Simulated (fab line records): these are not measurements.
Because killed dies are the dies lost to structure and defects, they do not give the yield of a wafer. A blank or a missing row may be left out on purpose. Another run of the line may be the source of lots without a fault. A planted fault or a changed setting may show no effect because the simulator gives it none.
Struck lot and sound lot, side by side + flow nand-harc + 11 out of 1159 route steps
Sound: wafers L548.1, L548.4, L548.5. The struck wafers were L533.1, L533.4, L533.5. The cause comes at the end.
Order at every step that has rows: each side's tool, ch and its chambers, its first start. Under that, the readings that differ: sound wafers + struck wafers + difference of the means + sigmas: that difference in standard deviations of wafers without a fault.
alike: same words and numbers on both sides, and readings whose means sit less than 2 such deviations apart. not compared: any withheld reading, any reading some wafer has no value for, any bound like >300 that may hide the same value, and any number with overlapping values for which the record gives no deviation.
Wherever a step has rows on one side only, a row that says differs or no value, or a row with sigmas, the two part there. When numbers do not overlap yet have no deviation, they are printed without sigmas and do not part them. Lack of a reading on every wafer of one side parts them only where that side has two or more wafers.

NHARC_A_ZERO_WELL_INSPECT_17:
  sound on defect-inspect-02, day 11 19:47; struck on defect-inspect-01, day 8 02:49
  alike: raw-defect-count
then, 3 steps without rows for these wafers: NHARC_A_SOURCE_PLATE_PRECLEAN_00 (cleans in HF-LAST, time 60 s); NHARC_A_SOURCE_PLATE_SRD_01; NHARC_A_SOURCE_PLATE_OXIDE_02 (material SiO2, target thk 10 nm, ox time 1362 s).
NHARC_A_SOURCE_PLATE_THK_MEAS_09: measures by ellipsometry.
  sound on film-metro-02, day 12 02:55; struck on film-metro-01, day 8 12:52
  alike: thk-nm
then, 3 steps without rows for these wafers: NHARC_A_SOURCE_PLATE_PVD_04 (deposits WSi2, target thk 50 nm); NHARC_A_SOURCE_PLATE_CVD_03 (deposits poly-Si, target thk 200 nm, time 4000 s); NHARC_A_SOURCE_PLATE_ANNEAL_05 (time 1800 s).
NHARC_A_SOURCE_PLATE_THK_MEAS_06: measures by ellipsometry.
  sound on film-metro-01, day 12 16:04; struck on film-metro-02, day 9 01:44
  alike: thk-nm
NHARC_A_SOURCE_PLATE_INSPECT_08:
  sound on defect-inspect-01, day 12 16:09; struck on defect-inspect-01, day 9 01:50
  alike: raw-defect-count
NHARC_A_ONON_D1_DEP_00: target thk 1000 nm.
  struck on pecvd-onon-04, day 9 01:53; sound on pecvd-onon-03 ch 0, day 12 16:13
  no value came back on the struck wafers for n2-flow-sccm (sccm), n2o-flow-sccm (sccm); on the sound wafers n2-flow-sccm (sccm) reads 2755 2757 2758

== WHERE THEY PART ==
NHARC_A_ONON_D1_DEP_00 only, going by this record.

WHY: what the simulator had put in
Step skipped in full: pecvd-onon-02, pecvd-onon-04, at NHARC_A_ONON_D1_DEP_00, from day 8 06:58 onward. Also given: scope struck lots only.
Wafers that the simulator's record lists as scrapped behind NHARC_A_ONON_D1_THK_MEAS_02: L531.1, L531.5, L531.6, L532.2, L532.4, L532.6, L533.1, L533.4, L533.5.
